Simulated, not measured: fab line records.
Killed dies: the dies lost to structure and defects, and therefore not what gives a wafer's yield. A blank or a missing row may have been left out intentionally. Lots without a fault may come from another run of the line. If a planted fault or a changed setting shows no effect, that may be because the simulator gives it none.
fab line records ; flow n5Finfet
record: lots: 7; wafers: 21
route steps=1938 shown BEOL_M11@1541 BEOL_M13@1662 BEOL_M14@1722 BEOL_M15@1797
startH: the number of hours between the record's first day and the start of the first shown wafer of the lot ; waitH: hours from the lot's prior step to this one ; " identical to the entry in the row above ; L1.1+2: a single row standing in for several wafers ; - no value, or no start given ; * or withheld: withheld ; < > ~ a bound
route shown NAME@n: names a module that has steps shown in the file, with the first one's number in the route ; usual: mean/standard deviation taken from wafers without a fault ; same: alike in all rows ; chamber/n: place in a boat ; sites: the reading at each site ; _std_site: how widely they spread, as a standard deviation ; _edge_site: the outer-site mean with the inner-site mean subtracted ; radiusMm: for every site, how far away it sits from the centre of the wafer ; mask NAME#n: copy n ; behind: the most recent tool/chamber to have shaped the wafer ; hold: why the lot went on hold/how many hours it stayed there/how the hold came to an end ; device: names the non-switching transistor (n, p or np) ; end of line: the tests these same wafers got at the end of their route ; where a step has no rows: the recipe by itself ; killed: at the first sort, the dies lost to defects and structure; wafer yield is something else ; map: the dies of a wafer, with x for killed, . for not killed, _ for no die there
set.NAME: the run value of the setting; set.NAME@STEP: its run value at that earlier step ; model.NAME: the simulator's own value behind a step, which no gauge read
one table per step and one row per wafer, for lots whose settings were changed on purpose
== steps ==
step: N5_BEOL_M11_COAT_59
recipe: resist: SOC; tempC: 250; timeS: 60; spinRpm: 1500; resistThkNm: 100
lot.wafer;tool;chamber;startH;waitH;set.spinRpm;model.SOC_of_BEOL_M11_COAT_59.thkNm
L074.3+6;lithoTrack-05;0;218.68;0.1;1500;99.8
L074.4;lithoTrack-05;0;218.68;0.1;1500;99.6
L075.1;lithoTrack-04;0;223.20;0.1;1500;99.6
L075.2;lithoTrack-04;0;223.20;0.1;1500;99.8
L075.3;lithoTrack-04;0;223.20;0.1;1573;97.2
L077.2;lithoTrack-02;0;235.58;0.1;1353;105
L077.3;lithoTrack-02;0;235.58;0.1;1500;99.8
L077.5;lithoTrack-02;0;235.58;0.1;1500;99.6
L078.2;lithoTrack-05;0;242.00;0.1;1654;95
L078.5;lithoTrack-05;0;242.00;0.1;1654;95.4
L078.6;lithoTrack-05;0;242.00;0.1;1500;99.8
L087.1+3;lithoTrack-05;0;297.84;0.1;1500;100
L087.4;lithoTrack-05;0;297.84;0.1;1500;100.2
L092.3;lithoTrack-04;0;331.80;0.1;1455;101.6
L092.4;lithoTrack-04;0;331.80;0.1;1500;100
L092.6;lithoTrack-04;0;331.80;0.1;1455;101.2
L097.1;lithoTrack-04;0;356.32;0.1;1624;96.4
L097.4;lithoTrack-04;0;356.32;0.1;1500;100
L097.5;lithoTrack-04;0;356.32;0.1;1500;100.2
step: N5_BEOL_M11_COAT_60
recipe: resist: SiARC; tempC: 220; timeS: 60; spinRpm: 1500; resistThkNm: 30
step: N5_BEOL_M11_COAT_05
recipe: resist: CAR-ArF; spinRpm: 1500; resistThkNm: 90
step: N5_BEOL_M11_DESCUM_16
recipe: chemistry: O2; timeS: 7.9; sourcePowerW: 50; biasPowerW: 20; pressureMtorr: 20; rfFrequencyHz: 2.712e+07; tempC: 40; resist: CAR-ArF; o2FlowSccm: 225
step: N5_BEOL_M11_ETCH_61
recipe: chemistry: CF4; target: SiARC; targetDepthA: 390; maskMaterial: CAR-ArF; timeS: 65; ionEnergyEv: 80; pressureMtorr: 40; sourceW: 545; biasW: 36; Ar_flow_sccm: 100; cf4FlowSccm: 100; ends: cleared
step: N5_BEOL_M11_ETCH_62
recipe: chemistry: N2/H2; target: SOC; targetDepthA: 1100; overetchA: 220; maskMaterial: SiARC; tempC: 40; timeS: 165; ionEnergyEv: 200; pressureMtorr: 30; sourceW: 840; biasW: 150; n2FlowSccm: 200; h2FlowSccm: 200
lot.wafer;tool;chamber;startH;waitH;set.spinRpm@BEOL_M11_COAT_59;model.etch.depthNm
L074.3;rieDiel-05;1;219.51;0.0;1500;99.78
L074.4;rieDiel-05;1;219.51;0.0;1500;99.7
L074.6;rieDiel-05;3;219.51;0.0;1500;99.87
L075.1;rieDiel-05;1;224.47;0.0;1500;99.59
L075.2;rieDiel-05;3;224.47;0.0;1500;99.76
L075.3;rieDiel-05;0;224.47;0.0;1573;97.18
L077.2;rieDiel-03;0;236.12;0.0;1353;105
L077.3;rieDiel-03;1;236.12;0.0;1500;99.71
L077.5;rieDiel-03;3;236.12;0.0;1500;99.66
L078.2;rieDiel-05;3;242.54;0.0;1654;95.06
L078.5;rieDiel-05;0;242.54;0.0;1654;95.45
L078.6;rieDiel-05;3;242.54;0.0;1500;99.81
L087.1;rieDiel-03;1;298.26;0.0;1500;100
L087.3;rieDiel-03;3;298.26;0.0;1500;99.94
L087.4;rieDiel-03;2;298.26;0.0;1500;100.3
L092.3;rieDiel-05;0;332.48;0.0;1455;101.5
L092.4;rieDiel-05;2;332.48;0.0;1500;100
L092.6;rieDiel-05;1;332.48;0.0;1455;101.2
L097.1;rieDiel-05;2;357.09;0.0;1624;96.32
L097.4;rieDiel-05;0;357.09;0.0;1500;100.1
L097.5;rieDiel-05;0;357.09;0.0;1500;100.2
step: N5_BEOL_M11_STRIP_68
recipe: chemistry: N2/H2; tempC: 40; n2FlowSccm: 200; h2FlowSccm: 200; rfFrequencyHz: 6e+07
step: N5_BEOL_M11_STRIP_67
recipe: chemistry: CF4; resist: SiARC; powerW: 300; biasPowerW: 75; pressureMtorr: 50; cf4FlowSccm: 150; rfFrequencyHz: 6e+07
step: N5_BEOL_M11_HM_OPEN_17
recipe: chemistry: Cl2/BCl3; targetDepthA: 200; overetchA: 60; target: TiN; maskMaterial: SOC; ionEnergyEv: 150; pressureMtorr: 10; icpW: 1000; biasW: 126; Cl2_flow_sccm: 53.25; bcl3FlowSccm: 21.75; Ar_flow_sccm: 25
lot.wafer;tool;chamber;startH;waitH;set.spinRpm@BEOL_M11_COAT_59;model.SOC_of_BEOL_M11_COAT_59.thkNm
L074.3;rieMetal-03;0;219.73;0.1;1500;91.6
L074.4;rieMetal-03;1;219.73;0.1;1500;91.4
L074.6;rieMetal-03;0;219.73;0.1;1500;91.8
L075.1;rieMetal-01;1;224.65;0.0;1500;91.8
L075.2;rieMetal-01;0;224.65;0.0;1500;92
L075.3;rieMetal-01;1;224.65;0.0;1573;89.4
L077.2;rieMetal-02;1;236.30;0.0;1353;96.8
L077.3+5;rieMetal-02;1;236.30;0.0;1500;91.4
L078.2;rieMetal-03;0;242.73;0.0;1654;87
L078.5;rieMetal-03;1;242.73;0.0;1654;87.4
L078.6;rieMetal-03;0;242.73;0.0;1500;91.8
L087.1;rieMetal-03;0;298.44;0.0;1500;92
L087.3;rieMetal-03;1;298.44;0.0;1500;91.8
L087.4;rieMetal-03;0;298.44;0.0;1500;92.2
L092.3;rieMetal-02;0;332.70;0.1;1455;93.8
L092.4;rieMetal-02;1;332.70;0.1;1500;92
L092.6;rieMetal-02;0;332.70;0.1;1455;93.4
L097.1;rieMetal-03;0;357.27;0.0;1624;88.4
L097.4+5;rieMetal-03;0;357.27;0.0;1500;92.2
step: N5_BEOL_M11_ETCH_66
recipe: chemistry: N2/H2; target: SOC; targetDepthA: 1200; overetchA: 240; maskMaterial: SiARC; tempC: 40; timeS: 180; ionEnergyEv: 200; pressureMtorr: 30; sourceW: 840; biasW: 150; n2FlowSccm: 200; h2FlowSccm: 200
lot.wafer;tool;chamber;startH;waitH;set.timeS;model.SiARC_of_BEOL_M11_COAT_64.thkNm
L074.3;rieDiel-05;0;222.41;0.0;180;22.2
L074.4;rieDiel-05;0;222.41;0.0;180;22.4
L074.6;rieDiel-05;1;222.41;0.0;198.5;21.8
L075.1;rieDiel-05;1;225.56;0.0;180;22.4
L075.2;rieDiel-05;0;225.56;0.0;180;22.2
L075.3;rieDiel-05;3;225.56;0.0;203.9;21.6
L077.2;rieDiel-05;3;237.76;0.0;180;22.8
L077.3;rieDiel-05;2;237.76;0.0;216.2;20.6
L077.5;rieDiel-05;1;237.76;0.0;216.2;21
L078.2;rieDiel-05;1;243.45;0.0;146.1;24
L078.5;rieDiel-05;1;243.45;0.0;180;22.6
L078.6;rieDiel-05;0;243.45;0.0;180;22.4
L087.1+4;rieDiel-06;0,2;299.21;0.0;180;23
L087.3;rieDiel-06;3;299.21;0.0;180;22.8
L092.3;rieDiel-03;1;333.94;0.0;167.6;22.8
L092.4;rieDiel-03;0;333.94;0.0;180;22.6
L092.6;rieDiel-03;3;333.94;0.0;167.6;23
L097.1;rieDiel-06;1;358.82;0.0;212.1;21.4
L097.4;rieDiel-06;3;358.82;0.0;180;22.6
L097.5;rieDiel-06;2;358.82;0.0;180;23
step: N5_BEOL_M11_TRENCH_ETCH_37
recipe: chemistry: C4F6/O2; targetDepthA: 1488.3; target: SiCOH_lowk; timeS: 48; ionEnergyEv: 250; pressureMtorr: 30; sourceW: 345; biasW: 185; Ar_flow_sccm: 300; C4F6_flow_sccm: 10; O2_flow_sccm: 10
lot.wafer;tool;chamber;startH;waitH;set.timeS;model.etch.depthNm;model.BEOL_M11.featureDepthNm;model.TiN_of_BEOL_M11_HM_DEP_02.thkNm
L074.3;rieDiel-05;0;-;-;48;152.5;152.4;15.8
L074.4;rieDiel-05;0;-;-;48;152.3;152.4;15.8
L074.6;rieDiel-05;1;-;-;48;149.1;149.2;15.8
L075.1;rieDiel-05;1;-;-;39.85;123.8;123.8;16.4
L075.2;rieDiel-05;0;-;-;48;154.1;154.2;15.6
L075.3;rieDiel-05;3;-;-;48;147.2;147.2;15.8
L077.2;rieDiel-05;3;-;-;52.79;161.5;161.4;15.4
L077.3;rieDiel-05;2;-;-;48;154.6;154.6;15.8
L077.5;rieDiel-05;1;-;-;52.79;163;163;15.4
L078.2;rieDiel-05;1;-;-;40.34;125.2;125.2;15.8
L078.5;rieDiel-05;1;-;-;48;151.5;151.4;15.2
L078.6;rieDiel-05;0;-;-;48;154.8;154.8;15.2
L087.1;rieDiel-06;0;-;-;48;146.2;146.2;16
L087.3;rieDiel-06;3;-;-;48;150.2;150.2;16
L087.4;rieDiel-06;2;-;-;48;145.1;145.2;16.2
L092.3;rieDiel-03;1;-;-;56.06;175;175;14.8
L092.4;rieDiel-03;0;-;-;48;147.4;147.4;15.6
L092.6;rieDiel-03;3;-;-;48;149.8;149.8;15.8
L097.1;rieDiel-06;1;-;-;48;146;146;15.6
L097.4;rieDiel-06;3;-;-;48;151.1;151.2;15.6
L097.5;rieDiel-06;2;-;-;41.61;126.1;126.2;16.2
step: N5_BEOL_M11_ETCH_41
recipe: chemistry: CH3F/O2; target: SiCN; targetDepthA: 426; taperDeg: 2; timeS: 86; ionEnergyEv: 120; maskMaterial: TiN; pressureMtorr: 30; sourceW: 395; biasW: 75; Ar_flow_sccm: 150; CH3F_flow_sccm: 30; O2_flow_sccm: 20
step: N5_BEOL_M11_STRIP_77
recipe: chemistry: N2/H2; timeS: 10; powerW: 450; tempC: 40; pressureMtorr: 20; rfFrequencyHz: 6e+07; biasPowerW: 7; n2FlowSccm: 200; h2FlowSccm: 200
step: N5_BEOL_M11_OCD_MEAS_38
usual: trenchDepthNm: 149.1/3
lot.wafer;tool;chamber;startH;waitH;set.timeS@BEOL_M11_TRENCH_ETCH_37;trenchDepthNm
L074.3;ocd-02;-;222.82;-;48;152.0
L074.4;ocd-02;-;222.82;-;48;152.4
L074.6;ocd-02;-;222.82;-;48;149.5
L075.1;ocd-02;-;225.97;-;39.85;123.6
L075.2;ocd-02;-;225.97;-;48;154.6
L075.3;ocd-02;-;225.97;-;48;147.2
L077.2;ocd-02;-;238.17;-;52.79;161.3
L077.3;ocd-02;-;238.17;-;48;154.5
L077.5;ocd-02;-;238.17;-;52.79;163.2
L078.2;ocd-02;-;243.86;-;40.34;125.4
L078.5;ocd-02;-;243.86;-;48;151.2
L078.6;ocd-02;-;243.86;-;48;154.8
L087.1;ocd-02;-;299.62;-;48;146.2
L087.3;ocd-02;-;299.62;-;48;150.8
L087.4;ocd-02;-;299.62;-;48;144.8
L092.3;ocd-02;-;334.35;-;56.06;174.9
L092.4;ocd-02;-;334.35;-;48;147.3
L092.6;ocd-02;-;334.35;-;48;150.0
L097.1;ocd-01;-;359.23;-;48;145.9
L097.4;ocd-01;-;359.23;-;48;151.2
L097.5;ocd-01;-;359.23;-;41.61;126.1
step: N5_BEOL_M11_HM_STRIP_39
recipe: chemistry: peroxideTinStrip; material: TiN; targetDepthA: 250; tempC: 50; timeS: 158
step: N5_BEOL_M11_SRD_40
recipe: timeS: 30; tempC: 23; rinseLiquid: diw; dry: ipaMarangoni
step: N5_BEOL_M11_ECD_50
recipe: material: Cu; targetThkA: 3180
step: N5_BEOL_M11_ANNEAL_51
recipe: tempC: 225; timeS: 90; ambient: N2
step: N5_BEOL_M11_CMP_52
recipe: stopOn: SiCOH_lowk; tOverpolishS: 7; downForcePsi: 1; platenRpm: 50; clearingPlatenDownForcePsi: 1.5; clearingPlatenRpm: 50; postCmpClean: cuAlkaline; targetThkNm: 140; clearingPlatenPadVelocityMS: 0.99484; padVelocityMS: 0.99484
lot.wafer;tool;chamber;startH;waitH;set.timeS@BEOL_M11_TRENCH_ETCH_37;model.Cu_of_BEOL_M11_ECD_50.thkNm
L074.4;cmp-01;2;224.59;0.2;48;145.6
L074.3;cmp-01;3;224.59;0.2;48;144.6
L074.6;cmp-01;2;224.59;0.2;48;142.4
L075.1;cmp-04;0;230.05;0.5;39.85;114.2
L075.2;cmp-04;2;230.05;0.5;48;145
L075.3;cmp-04;3;230.05;0.5;48;137.4
L077.3;cmp-01;2;241.80;0.2;48;145.6
L077.2;cmp-01;3;241.80;0.2;52.79;151
L077.5;cmp-01;1;241.80;0.2;52.79;156.4
L078.2;cmp-04;3;245.88;0.3;40.34;114.8
L078.6;cmp-04;0;245.88;0.3;48;144.6
L078.5;cmp-04;1;245.88;0.3;48;140.8
L087.1;cmp-04;2;302.04;0.3;48;135.8
L087.4;cmp-04;3;302.04;0.3;48;135
L087.3;cmp-04;0;302.04;0.3;48;141.2
L092.4;cmp-02;1;336.98;0.2;48;139.8
L092.3;cmp-02;2;336.98;0.2;56.06;166.8
L092.6;cmp-02;3;336.98;0.2;48;141.8
L097.4;cmp-01;2;362.13;0.2;48;143.6
L097.1;cmp-01;0;362.13;0.2;48;137.4
L097.5;cmp-01;2;362.13;0.2;41.61;118
step: N5_BEOL_M11_THK_MEAS_53
recipe: thkMeasGauge: xrf; reads: Cu_of_BEOL_M11_ECD_50
usual: M11_THK: 141/3.5
lot.wafer;tool;chamber;startH;waitH;set.timeS@BEOL_M11_TRENCH_ETCH_37;M11_THK[nm]
L074.3;filmMetro-02;-;224.85;-;48;146
L074.4;filmMetro-02;-;224.85;-;48;148
L074.6;filmMetro-02;-;224.85;-;48;144
L075.1;filmMetro-02;-;230.34;-;39.85;116
L075.2;filmMetro-02;-;230.34;-;48;147
L075.3;filmMetro-02;-;230.34;-;48;138
L077.2;filmMetro-02;-;242.02;-;52.79;152
L077.3;filmMetro-02;-;242.02;-;48;147
L077.5;filmMetro-02;-;242.02;-;52.79;157
L078.2;filmMetro-02;-;246.06;-;40.34;115
L078.5;filmMetro-02;-;246.06;-;48;141
L078.6;filmMetro-02;-;246.06;-;48;145
L087.1;filmMetro-02;-;302.29;-;48;139
L087.3;filmMetro-02;-;302.29;-;48;144
L087.4;filmMetro-02;-;302.29;-;48;138
L092.3;filmMetro-02;-;337.20;-;56.06;167
L092.4;filmMetro-02;-;337.20;-;48;140
L092.6;filmMetro-02;-;337.20;-;48;141
L097.1;filmMetro-02;-;362.39;-;48;139
L097.4;filmMetro-02;-;362.39;-;48;146
L097.5;filmMetro-02;-;362.39;-;41.61;119
step: N5_BEOL_M11_PRE_CLEAN_55
recipe: gas: NH3; timeS: 15; tempC: withheld; rfPowerW: 300
step: N5_BEOL_M11_DEP_56
recipe: material: SiCN; targetThkA: 300; tempC: withheld; precursor: 3MS/NH3; pressureTorr: 3; rfW: 675; timeS: 10.5
step: N5_BEOL_M11_RS_MEAS_57
recipe: thkMeasGauge: four-point-probe; reads: Cu_of_BEOL_M11_ECD_50+Co_of_BEOL_M11_CVD_75+TaN_of_BEOL_M11_ALD_74
usual: M11_RS: 0.150/0.0039
lot.wafer;tool;chamber;startH;waitH;set.timeS@BEOL_M11_TRENCH_ETCH_37;M11_RS[ohm/sq]
L074.3;filmMetro-02;-;224.98;0.0;48;0.145
L074.4;filmMetro-02;-;224.98;0.0;48;0.144
L074.6;filmMetro-02;-;224.98;0.0;48;0.148
L075.1;filmMetro-02;-;230.49;0.1;39.85;0.190
L075.2;filmMetro-02;-;230.49;0.1;48;0.145
L075.3;filmMetro-02;-;230.49;0.1;48;0.154
L077.2;filmMetro-02;-;242.15;0.0;52.79;0.139
L077.3;filmMetro-02;-;242.15;0.0;48;0.145
L077.5;filmMetro-02;-;242.15;0.0;52.79;0.134
L078.2;filmMetro-02;-;246.21;0.1;40.34;0.188
L078.5;filmMetro-02;-;246.21;0.1;48;0.150
L078.6;filmMetro-02;-;246.21;0.1;48;0.146
L087.1;filmMetro-02;-;302.42;0.0;48;0.156
L087.3;filmMetro-02;-;302.42;0.0;48;0.149
L087.4;filmMetro-02;-;302.42;0.0;48;0.157
L092.3;filmMetro-02;-;337.33;0.0;56.06;0.125
L092.4;filmMetro-02;-;337.33;0.0;48;0.152
L092.6;filmMetro-02;-;337.33;0.0;48;0.149
L097.1;filmMetro-02;-;362.51;0.0;48;0.154
L097.4;filmMetro-02;-;362.51;0.0;48;0.147
L097.5;filmMetro-02;-;362.51;0.0;41.61;0.183
step: N5_BEOL_M13_COAT_04
recipe: spinRpm: 1625; resistThkNm: 400
lot.wafer;tool;chamber;startH;waitH;set.spinRpm;model.coat_of_BEOL_M13_COAT_04.thkNm
L074.3;lithoTrack-02;0;-;-;1763;383.4
L074.4;lithoTrack-02;0;-;-;1763;383.8
L074.6;lithoTrack-02;0;-;-;1625;399.2
L075.1;lithoTrack-03;0;-;-;1625;400.8
L075.2;lithoTrack-03;0;-;-;1625;401.6
L075.3;lithoTrack-03;0;-;-;1625;399.8
L077.2;lithoTrack-05;0;-;-;1553;408.4
L077.3;lithoTrack-05;0;-;-;1553;408.2
L077.5;lithoTrack-05;0;-;-;1625;397.6
L078.2;lithoTrack-02;0;-;-;1733;385.8
L078.5;lithoTrack-02;0;-;-;1625;400
L078.6;lithoTrack-02;0;-;-;1733;386.8
L087.1;lithoTrack-05;0;-;-;1625;399.2
L087.3;lithoTrack-05;0;-;-;1625;400.2
L087.4;lithoTrack-05;0;-;-;1625;400
L092.3;lithoTrack-03;0;-;-;1625;399.6
L092.4;lithoTrack-03;0;-;-;1625;400.2
L092.6;lithoTrack-03;0;-;-;1625;399
L097.1;lithoTrack-05;0;-;-;1625;398.6
L097.4;lithoTrack-05;0;-;-;1625;398.8
L097.5;lithoTrack-05;0;-;-;1625;400.2
step: N5_BEOL_M13_EBR_06
recipe: solvent: PGMEA; ebrWidthMm: 1.5
step: N5_BEOL_M13_SOFTBAKE_05
recipe: tempC: 130; timeS: 60
step: N5_BEOL_M13_DESCUM_15
recipe: chemistry: O2; timeS: 7.9; sourcePowerW: 50; biasPowerW: 20; pressureMtorr: 20; rfFrequencyHz: 2.712e+07; tempC: 40; o2FlowSccm: 225
step: N5_BEOL_M13_ETCH_59
recipe: chemistry: N2/H2; target: BARC; targetDepthA: 890; overetchA: 267; timeS: 67.9; ionEnergyEv: 200; pressureMtorr: 30; sourceW: 840; biasW: 150; n2FlowSccm: 200; h2FlowSccm: 200
lot.wafer;tool;chamber;startH;waitH;set.spinRpm@BEOL_M13_COAT_04;model.coat_of_BEOL_M13_COAT_04.thkNm
L074.3;rieDiel-05;1;231.90;0.0;1763;301
L074.4;rieDiel-05;3;231.90;0.0;1763;303.2
L074.6;rieDiel-05;0;231.90;0.0;1625;312.6
L075.1;rieDiel-06;1;235.88;0.0;1625;320.8
L075.2;rieDiel-06;3;235.88;0.0;1625;318.4
L075.3;rieDiel-06;0;235.88;0.0;1625;316.8
L077.2;rieDiel-03;1;247.44;0.0;1553;323
L077.3;rieDiel-03;0;247.44;0.0;1553;325.8
L077.5;rieDiel-03;1;247.44;0.0;1625;312.4
L078.2;rieDiel-03;1;251.24;0.0;1733;301
L078.5;rieDiel-03;0;251.24;0.0;1625;317.6
L078.6;rieDiel-03;1;251.24;0.0;1733;302.2
L087.1;rieDiel-05;0;307.62;0.0;1625;314
L087.3;rieDiel-05;3;307.62;0.0;1625;319.8
L087.4;rieDiel-05;1;307.62;0.0;1625;317.8
L092.3;rieDiel-05;3;343.56;0.0;1625;318.6
L092.4;rieDiel-05;0;343.56;0.0;1625;315.2
L092.6;rieDiel-05;3;343.56;0.0;1625;318.2
L097.1;rieDiel-05;1;369.72;0.0;1625;317
L097.4;rieDiel-05;2;369.72;0.0;1625;313
L097.5;rieDiel-05;1;369.72;0.0;1625;318.8
step: N5_BEOL_M14_EXPOSE_07
recipe: maskId: V13; na: 0.8; sourceShape: annular; sigmaInner: 0.5; sigmaOuter: 0.8; polarization: unpolarized; attpsmPhaseDeg: 180; doseMj: 57
lot.wafer;tool;chamber;startH;waitH;mask;set.doseMj
L074.3+4;krfScanner-02;0;237.26;-;V13#0;57
L074.6;krfScanner-02;0;237.26;-;V13#0;55.82
L075.1+3;krfScanner-01;0;240.66;-;V13#0;52.88
L075.2;krfScanner-01;0;240.66;-;V13#0;57
L077.2+3+5;krfScanner-02;0;251.75;-;V13#0;57
L078.2;krfScanner-02;0;256.39;-;V13#0;59.88
L078.5+6;krfScanner-02;0;256.39;-;V13#0;57
L087.1+3+4;krfScanner-01;0;314.61;-;V13#0;57
L092.3+4;krfScanner-01;0;350.78;-;V13#0;53.1
L092.6;krfScanner-01;0;350.78;-;V13#0;57
L097.1+4;krfScanner-02;0;377.88;-;V13#0;57
L097.5;krfScanner-02;0;377.88;-;V13#0;59.93
step: N5_BEOL_M14_PEB_08
recipe: pebTempC: 130; pebTimeS: 90
step: N5_BEOL_M14_DEVELOP_09
recipe: developTimeS: 45; rinseLiquid: diw; dry: airSpin; devTempC: 21
step: N5_BEOL_M14_HARDBAKE_14
recipe: tempC: 130; timeS: 120
step: N5_BEOL_M14_CD_MEAS_10
recipe: targetCdNm: 250; landingEnergyEv: 500; detector: seInlens; polarity: opening
usual: cdNm: 249.8/1.8
lot.wafer;tool;chamber;startH;waitH;set.doseMj@BEOL_M14_EXPOSE_07;cdNm
L074.3;cdSem-01;0;237.42;-;57;247.8
L074.4;cdSem-01;0;237.42;-;57;248.4
L074.6;cdSem-01;0;237.42;-;55.82;247.8
L075.1;cdSem-02;0;240.84;-;52.88;234.3
L075.2;cdSem-02;0;240.84;-;57;245.9
L075.3;cdSem-02;0;240.84;-;52.88;237.8
L077.2;cdSem-01;0;251.92;-;57;252.4
L077.3;cdSem-01;0;251.92;-;57;251.8
L077.5;cdSem-01;0;251.92;-;57;248.8
L078.2;cdSem-03;0;256.56;-;59.88;256.5
L078.5;cdSem-03;0;256.56;-;57;251.5
L078.6;cdSem-03;0;256.56;-;57;249.2
L087.1;cdSem-02;0;314.79;-;57;249.3
L087.3;cdSem-02;0;314.79;-;57;248.8
L087.4;cdSem-02;0;314.79;-;57;250.8
L092.3;cdSem-02;0;350.94;-;53.1;238.4
L092.4;cdSem-02;0;350.94;-;53.1;238.9
L092.6;cdSem-02;0;350.94;-;57;247.1
L097.1;cdSem-01;0;378.06;-;57;249.8
L097.4;cdSem-01;0;378.06;-;57;246.8
L097.5;cdSem-01;0;378.06;-;59.93;257.2
step: N5_BEOL_M14_STRIP_71
recipe: chemistry: postEtchResidueRemover; timeS: 60; tempC: 25; removerPh: withheld; removerWaterWtPct: withheld; removerFluorideWtPct: withheld
step: N5_BEOL_M14_SRD_72
recipe: timeS: 30; tempC: 23; rinseLiquid: diw; dry: n2Spin; spinRpm: 1500; dryTimeS: 30
step: N5_BEOL_M14_CD_MEAS_17
recipe: targetCdNm: 250; polarity: opening
usual: cdNm: 250.7/2.2
lot.wafer;tool;chamber;startH;waitH;set.doseMj@BEOL_M14_EXPOSE_07;cdNm
L074.3;cdSem-03;-;237.95;0.0;57;248.0
L074.4;cdSem-03;-;237.95;0.0;57;248.6
L074.6;cdSem-03;-;237.95;0.0;55.82;248.9
L075.1;cdSem-03;-;241.36;0.0;52.88;238.8
L075.2;cdSem-03;-;241.36;0.0;57;247.5
L075.3;cdSem-03;-;241.36;0.0;52.88;240.2
L077.2;cdSem-03;-;252.47;0.0;57;255.0
L077.3;cdSem-03;-;252.47;0.0;57;252.5
L077.5;cdSem-03;-;252.47;0.0;57;249.6
L078.2;cdSem-02;-;257.09;0.0;59.88;258.1
L078.5;cdSem-02;-;257.09;0.0;57;252.2
L078.6;cdSem-02;-;257.09;0.0;57;248.2
L087.1;cdSem-01;-;315.35;0.0;57;249.7
L087.3;cdSem-01;-;315.35;0.0;57;249.6
L087.4;cdSem-01;-;315.35;0.0;57;251.4
L092.3;cdSem-01;-;351.46;0.0;53.1;239.6
L092.4;cdSem-01;-;351.46;0.0;53.1;238.2
L092.6;cdSem-01;-;351.46;0.0;57;250.3
L097.1;cdSem-02;-;378.58;0.0;57;248.1
L097.4;cdSem-02;-;378.58;0.0;57;248.6
L097.5;cdSem-02;-;378.58;0.0;59.93;258.6
step: N5_BEOL_M15_COAT_22
recipe: spinRpm: 1704; resistThkNm: 800
lot.wafer;tool;chamber;startH;waitH;set.spinRpm;model.coat_of_BEOL_M15_COAT_22.thkNm
L074.3;lithoTrack-01;0;-;-;1704;802.4
L074.4;lithoTrack-01;0;-;-;1704;803.4
L074.6;lithoTrack-01;0;-;-;1704;802
L075.1;lithoTrack-02;0;-;-;1704;801.2
L075.2;lithoTrack-02;0;-;-;1603;824.4
L075.3;lithoTrack-02;0;-;-;1704;799.8
L077.2;lithoTrack-02;0;-;-;1704;794.4
L077.3;lithoTrack-02;0;-;-;1798;777
L077.5;lithoTrack-02;0;-;-;1798;774.2
L078.2;lithoTrack-01;0;-;-;1704;807.2
L078.5;lithoTrack-01;0;-;-;1704;805
L078.6;lithoTrack-01;0;-;-;1704;803.6
L087.1;lithoTrack-01;0;-;-;1704;800.8
L087.3;lithoTrack-01;0;-;-;1704;798.8
L087.4;lithoTrack-01;0;-;-;1704;799.4
L092.3;lithoTrack-03;0;-;-;1563;831
L092.4;lithoTrack-03;0;-;-;1704;795.6
L092.6;lithoTrack-03;0;-;-;1704;796.2
L097.1;lithoTrack-03;0;-;-;1704;796.4
L097.4;lithoTrack-03;0;-;-;1704;798
L097.5;lithoTrack-03;0;-;-;1704;797.6
== key ==
split: step: N5_BEOL_M11_COAT_59; setting: spinRpm; stated: 1500; by: wafer
response: step: N5_BEOL_M11_COAT_59; reading: model.SOC_of_BEOL_M11_COAT_59.thkNm; change: -0.483; per: 1%; r: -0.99
response: step: N5_BEOL_M11_ETCH_62; reading: model.etch.depthNm; change: -0.484; per: 1%; r: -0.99
response: step: N5_BEOL_M11_HM_OPEN_17; reading: model.SOC_of_BEOL_M11_COAT_59.thkNm; change: -0.491; per: 1%; r: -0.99
split: step: N5_BEOL_M11_ETCH_66; setting: timeS; stated: 180; by: wafer
response: step: N5_BEOL_M11_ETCH_66; reading: model.SiARC_of_BEOL_M11_COAT_64.thkNm; change: -0.0782; per: 1%; r: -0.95
split: step: N5_BEOL_M11_TRENCH_ETCH_37; setting: timeS; stated: 48; by: wafer
response: step: N5_BEOL_M11_TRENCH_ETCH_37; reading: model.etch.depthNm; change: +1.56; per: 1%; r: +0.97
response: step: N5_BEOL_M11_TRENCH_ETCH_37; reading: model.BEOL_M11.featureDepthNm; change: +1.56; per: 1%; r: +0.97
response: step: N5_BEOL_M11_TRENCH_ETCH_37; reading: model.TiN_of_BEOL_M11_HM_DEP_02.thkNm; change: -0.0441; per: 1%; r: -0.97
response: step: N5_BEOL_M11_OCD_MEAS_38; reading: trenchDepthNm; change: +1.56; per: 1%; r: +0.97
response: step: N5_BEOL_M11_CMP_52; reading: model.Cu_of_BEOL_M11_ECD_50.thkNm; change: +1.56; per: 1%; r: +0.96
response: step: N5_BEOL_M11_THK_MEAS_53; reading: M11_THK; change: +1.58; per: 1%; r: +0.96
response: step: N5_BEOL_M11_RS_MEAS_57; reading: M11_RS; change: -0.00206; per: 1%; r: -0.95
split: step: N5_BEOL_M13_COAT_04; setting: spinRpm; stated: 1625; by: wafer
response: step: N5_BEOL_M13_COAT_04; reading: model.coat_of_BEOL_M13_COAT_04.thkNm; change: -1.99; per: 1%; r: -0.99
response: step: N5_BEOL_M13_ETCH_59; reading: model.coat_of_BEOL_M13_COAT_04.thkNm; change: -1.83; per: 1%; r: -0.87
split: step: N5_BEOL_M14_EXPOSE_07; setting: doseMj; stated: 57; by: wafer
response: step: N5_BEOL_M14_CD_MEAS_10; reading: cdNm; change: +1.33; per: 1%; r: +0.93
response: step: N5_BEOL_M14_CD_MEAS_17; reading: cdNm; change: +1.46; per: 1%; r: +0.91
split: step: N5_BEOL_M15_COAT_22; setting: spinRpm; stated: 1704; by: wafer
response: step: N5_BEOL_M15_COAT_22; reading: model.coat_of_BEOL_M15_COAT_22.thkNm; change: -4; per: 1%; r: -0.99
